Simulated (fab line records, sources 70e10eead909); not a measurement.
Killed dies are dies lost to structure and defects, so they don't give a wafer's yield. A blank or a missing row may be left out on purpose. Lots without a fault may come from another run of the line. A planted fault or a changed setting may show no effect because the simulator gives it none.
Chamber matching | flow nand_harc | NHARC_A_BONDPAD_ETCH_34 on rie_diel-05: 4 sister chambers
The step etches the open film in N2/H2, target depth 60 nm, overetch 18 nm, time 65.91 s. 22 wafers are shown with their chamber, then 10 later ones without.

WAFERS WITH THEIR CHAMBER
wafer  | chamber | drypump_motor_current_A (A) | rf_vpp_V (V) | oes_product_au (a.u.)
L714.2 | 3       | 5.40                        | 431.2        | 1.004
L714.5 | 2       | 5.75                        | 425.6        | 1.015
L714.6 | 1       | 5.40                        | 427.5        | 1.018
L715.2 | 2       | 5.77                        | 426.8        | 1.011
L715.3 | 0       | 5.72                        | 432.0        | 0.997
L715.4 | 3       | 5.35                        | 430.0        | 1.013
L716.3 | 3       | 5.34                        | 429.5        | 1.003
L716.4 | 2       | 5.74                        | 425.1        | 1.012
L716.6 | 2       | 5.76                        | 427.6        | 1.009
L717.3 | 1       | 5.41                        | 426.9        | 1.032
L717.4 | 0       | 5.69                        | 432.2        | 0.996
L717.5 | 2       | 5.73                        | 427.7        | 1.022
L718.2 | 2       | 5.75                        | 426.7        | 1.028
L718.5 | 1       | 5.38                        | 426.3        | 1.015
L718.6 | 0       | 5.71                        | 430.3        | 0.990
L719.2 | 2       | 5.74                        | 424.7        | 1.019
L719.3 | 0       | 5.71                        | 431.3        | 0.987
L719.4 | 3       | 5.34                        | 430.0        | 1.000
L721.2 | 2       | 5.76                        | 426.0        | 1.007
L721.4 | 0       | 5.70                        | 431.8        | 0.995
L721.6 | 0       | 5.73                        | 433.1        | 0.990
L720.1 | 1       | 5.42                        | 427.6        | 1.024

SIGNATURES (means of the wafers above)
reading                 | chamber 0 | chamber 1 | chamber 2 | chamber 3 | scatter within a chamber
drypump_motor_current_A | 5.7100    | 5.4025    | 5.7500    | 5.3575    | 0.0176
rf_vpp_V                | 431.783   | 427.075   | 426.275   | 430.175   | 0.933
oes_product_au          | 0.99250   | 1.02225   | 1.01537   | 1.00500   | 0.00625
Rule: a wafer's distance from a chamber is the root of the sum, over the readings, of the square of ((its reading less the chamber's mean) divided by the reading's scatter). The wafer belongs to the nearest chamber; if the next one is less than 2 further off, it can't be placed. The scatter: the root of (the sum of the squares of (reading less its chamber's mean) over the shown wafers, divided by (wafers less chambers)).

WAFERS WITHOUT THEIR CHAMBER
wafer  | drypump_motor_current_A (A) | rf_vpp_V (V) | oes_product_au (a.u.)
L720.4 | 5.72                        | 431.6        | 0.989
L720.6 | 5.70                        | 430.6        | 1.004
L722.1 | 5.41                        | 427.3        | 1.016
L722.3 | 5.71                        | 432.3        | 0.994
L725.3 | 5.73                        | 432.1        | 1.000
L724.3 | 5.71                        | 432.2        | 0.974
L724.4 | 5.76                        | 426.7        | 0.998
L726.1 | 5.42                        | 425.7        | 1.026
L726.2 | 5.77                        | 425.5        | 1.004
L726.3 | 5.31                        | 430.2        | 0.995

WHICH CHAMBER EACH WENT THROUGH
wafer  | from the rows above | in truth
L720.4 | 0                   | 0
L720.6 | 0                   | 0
L722.1 | 1                   | 1
L722.3 | 0                   | 0
L725.3 | 0                   | 0
L724.3 | 0                   | 0
L724.4 | 2                   | 2
L726.1 | 1                   | 1
L726.2 | 2                   | 2
L726.3 | 3                   | 3
Placed correctly: 10 of 10. Can't be placed from these rows: 0. Placed wrongly: 0.
